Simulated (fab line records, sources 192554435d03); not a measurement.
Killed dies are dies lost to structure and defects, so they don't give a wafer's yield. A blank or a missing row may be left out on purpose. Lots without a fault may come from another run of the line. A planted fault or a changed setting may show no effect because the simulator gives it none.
Split-lot experiment | flow n5_finfet | 7 lots, 39 wafers read, on a route of 1938 steps

THE SPLIT
At N5_DUMMY_GATE_ETCH_37 (etches SOC in N2/H2, target depth 60 nm, overetch 30 nm), the setting source_w was moved away from the recipe's 840 W on 15 of the 39 wafers read, by -17.4% to +18.6%. The other wafers ran this setting at the recipe's value.

The reading is taken at the split's own step.

THE READING
rf_vpp_V, in V, at N5_DUMMY_GATE_ETCH_37 (etches SOC in N2/H2, target depth 60 nm, overetch 30 nm). Fault-free wafers of this fab line usually give 524.1 V, standard deviation 2.1 V.

wafer  | tool, chamber at the split | source_w as run, W | against the recipe | rf_vpp_V, V | against lot-mates on the recipe
L076.1 | rie_diel-05, 2             | 787.9              | -6.2%              | 536.1       | +12.8
L076.2 | rie_diel-05, 3             | 840                | recipe             | 524.0       | -
L076.3 | rie_diel-05, 0             | 787.9              | -6.2%              | 537.8       | +14.5
L076.4 | rie_diel-05, 1             | 840                | recipe             | 521.8       | -
L076.5 | rie_diel-05, 2             | 787.9              | -6.2%              | 535.7       | +12.4
L076.6 | rie_diel-05, 3             | 840                | recipe             | 524.1       | -
L082.3 | rie_diel-05, 0             | 840                | recipe             | 527.1       | -
L082.4 | rie_diel-05, 3             | 840                | recipe             | 523.4       | -
L082.5 | rie_diel-05, 1             | 840                | recipe             | 521.7       | -
L083.1 | rie_diel-05, 1             | 840                | recipe             | 521.0       | -
L083.2 | rie_diel-05, 2             | 840                | recipe             | 525.4       | -
L083.3 | rie_diel-05, 0             | 840                | recipe             | 525.6       | -
L083.4 | rie_diel-05, 3             | 921.7              | +9.7%              | 508.0       | -16.0
L083.5 | rie_diel-05, 1             | 921.7              | +9.7%              | 505.6       | -18.4
L083.6 | rie_diel-05, 2             | 921.7              | +9.7%              | 508.1       | -15.9
L087.1 | rie_diel-04, 3             | 840                | recipe             | 526.8       | -
L087.2 | rie_diel-04, 1             | 996.5              | +18.6%             | 498.7       | -26.5
L087.3 | rie_diel-04, 2             | 996.5              | +18.6%             | 493.4       | -31.8
L087.4 | rie_diel-04, 0             | 996.5              | +18.6%             | 494.4       | -30.8
L087.5 | rie_diel-04, 0             | 840                | recipe             | 522.4       | -
L087.6 | rie_diel-04, 3             | 840                | recipe             | 526.3       | -
L089.1 | rie_diel-03, 2             | 840                | recipe             | 521.5       | -
L089.2 | rie_diel-03, 0             | 924.2              | +10.0%             | 507.0       | -16.4
L089.3 | rie_diel-03, 3             | 840                | recipe             | 522.7       | -
L089.4 | rie_diel-03, 1             | 840                | recipe             | 526.1       | -
L089.5 | rie_diel-03, 1             | 924.2              | +10.0%             | 509.5       | -13.9
L089.6 | rie_diel-03, 0             | 924.2              | +10.0%             | 507.3       | -16.1
L090.1 | rie_diel-05, 0             | 840                | recipe             | 525.6       | -
L090.2 | rie_diel-05, 1             | 840                | recipe             | 521.7       | -
L090.3 | rie_diel-05, 3             | 840                | recipe             | 523.7       | -
L090.4 | rie_diel-05, 1             | 840                | recipe             | 520.9       | -
L090.5 | rie_diel-05, 0             | 840                | recipe             | 525.0       | -
L090.6 | rie_diel-05, 3             | 840                | recipe             | 525.1       | -
L096.1 | rie_diel-04, 3             | 693.5              | -17.4%             | 561.0       | +35.6
L096.2 | rie_diel-04, 1             | 840                | recipe             | 527.5       | -
L096.3 | rie_diel-04, 2             | 840                | recipe             | 522.5       | -
L096.4 | rie_diel-04, 0             | 693.5              | -17.4%             | 557.0       | +31.6
L096.5 | rie_diel-04, 2             | 693.5              | -17.4%             | 556.0       | +30.6
L096.6 | rie_diel-04, 3             | 840                | recipe             | 526.3       | -

THE FIT
A straight line over all 39 wafers: rf_vpp_V changes by -1.74 V for each +1% of source_w; r = -0.99; the points scatter about the line by 2.4 V.
The same after taking each lot's own level away (the mean of its wafers on the recipe; 39 wafers): -1.73 V for each +1%; r = -0.99; scatter 2.2 V.
On that fit, the largest move of source_w shifts the reading by 32 V.
The lots' own levels span 523.30 to 525.43 V, that is 1.0 times the standard deviation above.
So the lot-to-lot level changes the slope little: the two slopes agree.
Check: with one of the wafers moved furthest among these (+18.6%) left out of the fit, the line predicts -32.4 V for it against its lot-mates. It came out at -26.5 V against them.
Tool readings at the split's step, against how far the setting was moved: rf_vpp_V r = -0.99.

OTHER SPLITS ON THESE WAFERS
These wafers also went through other splits before the reading. Each is held against what the fit with the lots' levels taken away leaves over:
other split on the same wafers    | wafers away from the commonest value | r with rf_vpp_V (lot level and that fit taken away)
N5_WELL_APT_IMPLANT_32 energy_kev | 9                                    | -0.15
N5_FIN_SAQP_ETCH_65 time_s        | 12                                   | -0.33
N5_FIN_CUT_ETCH_21 time_s         | 9                                    | +0.08

THE WHOLE CHAIN: every reading that the file lists as answering this split, in the file's order
step                  | what it does                                            | reading                                                                             | change (the file's fit)                | r (the file's)
N5_DUMMY_GATE_ETCH_37 | etches SOC in N2/H2, target depth 60 nm, overetch 30 nm | rf_vpp_V                                                                            | -1.72 V for each +1% of the setting    | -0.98
N5_DUMMY_GATE_ETCH_37 | etches SOC in N2/H2, target depth 60 nm, overetch 30 nm | SiARC_of_DUMMY_GATE_COAT_35.thk_nm (the simulator's own value, which no gauge read) | -0.0292 nm for each +1% of the setting | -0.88

THE FILE'S OWN FIT
rf_vpp_V changes by -1.72 V for each +1% of source_w, r = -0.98.
